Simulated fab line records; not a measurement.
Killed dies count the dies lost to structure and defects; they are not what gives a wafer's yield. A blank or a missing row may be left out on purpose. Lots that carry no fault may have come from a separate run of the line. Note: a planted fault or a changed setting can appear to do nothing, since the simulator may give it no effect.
Tool commonality check | flow n5_finfet | Lots sampled 9, wafers sampled 27

== WHY IT WAS OPENED ==
N5_SD_ACTIVATION_RS_MEAS_03, reading RS_SD_P: flagged on 2 of 9 lots. Wafers without a fault read 55.9 ohm/sq, standard deviation 0.81.
Rule: a lot is flagged in two cases, either no wafer of it has a number, or all its wafers with numbers fall more than 4 standard deviations from that mean. The other lots count as sound.

lot  | measured    | on            | RS_SD_P (ohm/sq), wafer by wafer | flag
L855 | day 3 14:08 | film_metro-01 | 55.1 55.2 54.7                   |
L857 | day 4 01:50 | film_metro-02 | 54.9 56.0 55.4                   |
L859 | day 4 11:52 | film_metro-01 | 55.3 54.9 55.0                   |
L863 | day 5 10:28 | film_metro-02 | 55.9 55.2 55.4                   |
L864 | day 5 16:17 | film_metro-02 | 355.8 350.1 354.3                | FLAGGED
L865 | day 5 21:43 | film_metro-02 | 369.8 369.0 365.1                | FLAGGED
L866 | day 6 07:44 | film_metro-02 | 54.7 56.0 55.1                   |
L877 | day 8 23:03 | film_metro-01 | 55.1 55.1 55.3                   |
L878 | day 9 04:06 | film_metro-02 | 56.3 54.9 54.9                   |
On average the flagged lots read 360.7 ohm/sq, which is +304.8 ohm/sq against the usual, or +99 or more standard deviations.

== WHICH TOOL EACH LOT WENT THROUGH ==
The record holds 2 process steps before the reading, out of a route of 1938 steps. In each cell: the tool, then ch and the chambers that the sampled wafers went through, then the start.
lot  | flag    | N5_SD_EPI_P_SD_RECESS_17        | N5_SD_EPI_P_EPI_21
L855 |         | rie_si-01 ch 2,3, day 3 10:38   | epi_rpcvd-03 ch 0, day 3 11:40
L857 |         | rie_si-04 ch 0,1,2, day 3 22:18 | epi_rpcvd-03 ch 0, day 3 23:20
L859 |         | rie_si-03 ch 1,2,3, day 4 08:23 | epi_rpcvd-02 ch 0, day 4 09:03
L863 |         | rie_si-01 ch 1,2,3, day 5 06:57 | epi_rpcvd-03 ch 0, day 5 08:20
L864 | FLAGGED | rie_si-01 ch 1,2, day 5 12:47   | epi_rpcvd-03 ch 0, day 5 13:49
L865 | FLAGGED | rie_si-03 ch 0,1,2, day 5 18:13 | epi_rpcvd-03 ch 0, day 5 18:53
L866 |         | rie_si-04 ch 0,1,3, day 6 03:16 | epi_rpcvd-04 ch 0, day 6 05:29
L877 |         | rie_si-03 ch 0,1,2, day 8 19:32 | epi_rpcvd-03 ch 0, day 8 20:34
L878 |         | rie_si-04 ch 0,1,2, day 9 00:31 | epi_rpcvd-02 ch 0, day 9 01:54
What the steps here do:
- N5_SD_EPI_P_SD_RECESS_17: chemistry HBr/Cl2/O2, target depth 39.1 nm, bt time 3 s.
- N5_SD_EPI_P_EPI_21: deposits SiGe:B, time 355 s.
- N5_SD_ACTIVATION_RS_MEAS_03: measures by four-point-probe.

== FLAGGED AGAINST TOTAL, ONE TOOL AT A TIME (gauges that did the reading follow at the end) ==
step                        | tool          | lots run | flagged | share of the flagged lots | sound lots run after its first flagged lot
N5_SD_EPI_P_SD_RECESS_17    | rie_si-01     | 3        | 1       | some                      | 0
N5_SD_EPI_P_SD_RECESS_17    | rie_si-03     | 3        | 1       | some                      | 1 (L877)
N5_SD_EPI_P_SD_RECESS_17    | rie_si-04     | 3        | 0       | none                      | -
N5_SD_EPI_P_EPI_21          | epi_rpcvd-02  | 2        | 0       | none                      | -
N5_SD_EPI_P_EPI_21          | epi_rpcvd-03  | 6        | 2       | all                       | 1 (L877)
N5_SD_EPI_P_EPI_21          | epi_rpcvd-04  | 1        | 0       | none                      | -
N5_SD_ACTIVATION_RS_MEAS_03 | film_metro-01 | 3        | 0       | none                      | -
N5_SD_ACTIVATION_RS_MEAS_03 | film_metro-02 | 6        | 2       | all                       | 2 (L866,L878)

== THE TABLE: WHAT IT ALLOWS ==
In 2 table rows, all flagged lots were run: epi_rpcvd-03 (N5_SD_EPI_P_EPI_21), film_metro-02 (N5_SD_ACTIVATION_RS_MEAS_03).
- epi_rpcvd-03 at N5_SD_EPI_P_EPI_21: 2 of its 6 lots flagged. After the first flagged lot (L877), sound lots still ran on it; a lasting fault on the whole tool would not permit that.
- film_metro-02 at N5_SD_ACTIVATION_RS_MEAS_03: 2 of its 6 lots flagged. After the first flagged lot (L866, L878), sound lots still ran on it; a lasting fault on the whole tool would not permit that.
None of the table's rows ran every flagged lot and, after the first, no sound lot.

== WHAT THE SIMULATOR HAD INSERTED ==
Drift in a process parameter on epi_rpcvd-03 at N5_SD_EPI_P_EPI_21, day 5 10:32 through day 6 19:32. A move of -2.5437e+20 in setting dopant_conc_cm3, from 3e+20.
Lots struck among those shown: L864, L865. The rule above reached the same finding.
